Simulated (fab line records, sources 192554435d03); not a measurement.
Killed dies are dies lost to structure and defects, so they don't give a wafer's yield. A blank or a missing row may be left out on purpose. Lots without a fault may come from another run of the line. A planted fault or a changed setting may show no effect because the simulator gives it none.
Problem report in the 8D (eight disciplines) form, filled by code | flow n5_finfet | the parts of the form that need people (team, actions taken, sign-off) are left out

1. THE PROBLEM
etch_rf_on_time_s at N5_BEOL_M1_ETCH_63 reads a mean of 42.5 s on 4 wafers of 3 lots; wafers without a fault read 25.8 s with a standard deviation of 0.85. That is +20 standard deviations from the usual mean.
The step: etches SiARC in CF4, target depth 15.6 nm, time 26 s.
First seen on wafer L579.1, day 10 00:06, on rie_diel-02. The record holds 27 wafers of 11 lots with a number at this step. Rule for "out", or "out of limits": more than 4 standard deviations from the usual mean. The other wafers with a number count as sound.

2. WHAT IT IS AND WHAT IT IS NOT
question                    | is                             | is not
which readings at this step | etch_rf_on_time_s              | drypump_motor_current_A, rf_vpp_V, showerhead_plenum_p_Torr
which lots                  | L579, L585, L586               | L568, L570, L572, L573, L574, L576, L589, L590
which wafers of those lots  | L579.1, L579.2, L585.2, L586.1 | L585.6, L586.4, L586.6
read on which tools         | rie_diel-02                    | rie_diel-01, rie_diel-06
when                        | from day 10 00:06              | up to then (16 sound wafers); but 7 sound wafers of L585, L586, L589, L590 came after

3. SUSPECTS, AND WHAT RULES EACH OUT
Counting: a tool at a process step up to the reading stays a suspect if it ran every lot that is out. Sound lots after the first of them don't rule it out here, since some wafers of a struck lot are sound.
- cmp-03 at N5_BEOL_M0_CMP_120 (polishes, stops on SiOC, t overpolish 6.9 s): kept. It ran every lot that is out, first L579 (day 9 20:44); its last sound lot up to then is L574 (day 7 12:20).
- rie_diel-02 at N5_BEOL_M1_DESCUM_16 (chemistry O2, time 7 s): kept. It ran every lot that is out, first L579 (day 10 00:03); its last sound lot up to then is L574 (day 7 14:53).
- rie_diel-02 at N5_BEOL_M1_ETCH_63 (etches SiARC in CF4, target depth 15.6 nm, time 26 s): kept. It ran every lot that is out, first L579 (day 10 00:06); its last sound lot up to then is L574 (day 7 14:56). Its own readings are out on those wafers: etch_rf_on_time_s.
Left after counting: cmp-03 at N5_BEOL_M0_CMP_120, rie_diel-02 at N5_BEOL_M1_DESCUM_16, rie_diel-02 at N5_BEOL_M1_ETCH_63.

4. THE CAUSE (what the simulator had put in)
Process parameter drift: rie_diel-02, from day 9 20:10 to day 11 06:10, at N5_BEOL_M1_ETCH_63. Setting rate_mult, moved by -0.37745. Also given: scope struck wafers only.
Counting left 3 suspects, and this tool is among them.

5. THE CHAIN OF EFFECTS, in route order
Each row: a reading whose mean over the struck wafers that have a number lies more than 3 standard deviations from the usual. Only readings for which the record gives a usual standard deviation are gone through. hours: the time from each lot's start at the first step in this table that gives one to its start at this step, as a median over the lots. sigmas: the change in usual standard deviations.
hours | step               | reading           | usual  | on struck wafers | change | sigmas
0     | N5_BEOL_M1_ETCH_63 | etch_rf_on_time_s | 25.8 s | 42.5             | +16.7  | +20
The process steps in it:
- N5_BEOL_M1_ETCH_63: etches SiARC in CF4, target depth 15.6 nm, time 26 s.
Later measuring or inspecting steps at which every struck wafer that the step has a row for has a number for every such reading, and none has moved that far: N5_BEOL_M4_RC_MEAS_101.

6. WHAT WOULD HAVE CAUGHT IT SOONER
In this record the first reading out of limits was taken at day 10 00:06, 4 hours after the fault began at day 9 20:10.
